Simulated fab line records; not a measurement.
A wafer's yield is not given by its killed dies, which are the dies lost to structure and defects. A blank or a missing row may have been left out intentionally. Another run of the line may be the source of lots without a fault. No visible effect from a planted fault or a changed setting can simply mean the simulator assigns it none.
Matching of chambers | flow nandHarc | NHARC_A_CHANNEL_FILL_D2_ALD_14 on aldHk-04: 4 sister chambers
The step deposits SiO2, target thk 2.5 nm, pulse time 10 s, ald cycles 25. 20 wafers are shown with their chamber, then 10 later ones without.

## WAFERS, EACH WITH ITS CHAMBER
wafer  | chamber | heaterPowerW (W) | precursorPulseHeightRel
L075.1 | 1       | 598              | 1.020
L075.2 | 0       | 400              | 1.008
L075.3 | 2       | 470              | 1.003
L077.3 | 1       | 588              | 0.992
L077.5 | 0       | 407              | 1.018
L077.6 | 3       | 444              | 0.995
L081.1 | 1       | 611              | 1.018
L081.4 | 0       | 401              | 0.988
L081.6 | 1       | 594              | 0.999
L084.1 | 1       | 600              | 0.979
L084.2 | 3       | 454              | 1.028
L084.4 | 0       | 409              | 0.998
L086.1 | 3       | 453              | 0.997
L086.2 | 2       | 461              | 0.985
L086.6 | 2       | 470              | 0.996
L087.1 | 1       | 605              | 1.021
L087.2 | 3       | 464              | 1.007
L087.5 | 1       | 630              | 1.010
L088.3 | 0       | 421              | 0.995
L088.4 | 2       | 499              | 1.021

SIGNATURES (averages over the wafers above)
reading                 | chamber 0 | chamber 1 | chamber 2 | chamber 3 | scatter within a chamber
heaterPowerW            | 407.60    | 603.71    | 475.00    | 453.75    | 12.3
precursorPulseHeightRel | 1.00140   | 1.00557   | 1.00125   | 1.00675   | 0.0147
Rule: a wafer lies at a distance from a chamber equal to the root of the sum of squares, over the readings, of (its reading less the chamber's mean, divided by the reading's scatter). The wafer belongs to the nearest chamber; if the next one is less than 2 further off, it can't be placed. The scatter: the root of (the sum of the squares of (reading less its chamber's mean) over the shown wafers, divided by (wafers less chambers)).

## WAFERS MISSING THEIR CHAMBER
wafer  | heaterPowerW (W) | precursorPulseHeightRel
L088.5 | 410              | 1.002
L091.1 | 616              | 1.015
L091.5 | 622              | 0.976
L091.6 | 503              | 1.020
L096.1 | 634              | 1.008
L096.3 | 459              | 0.990
L096.4 | 418              | 0.983
L097.1 | 417              | 0.988
L097.3 | 626              | 1.005
L097.6 | 413              | 0.978

## EACH ONE'S CHAMBER
wafer  | from the rows above     | in truth
L088.5 | 0                       | 0
L091.1 | 1                       | 1
L091.5 | 1                       | 1
L091.6 | can't be placed: 2 or 3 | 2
L096.1 | 1                       | 1
L096.3 | can't be placed: 3 or 2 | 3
L096.4 | can't be placed: 0 or 3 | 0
L097.1 | 0                       | 0
L097.3 | 1                       | 1
L097.6 | 0                       | 0
7 of 10 placed correctly. These rows do not allow placing 3 (true chamber among the candidates in 3). Placed wrongly: 0.
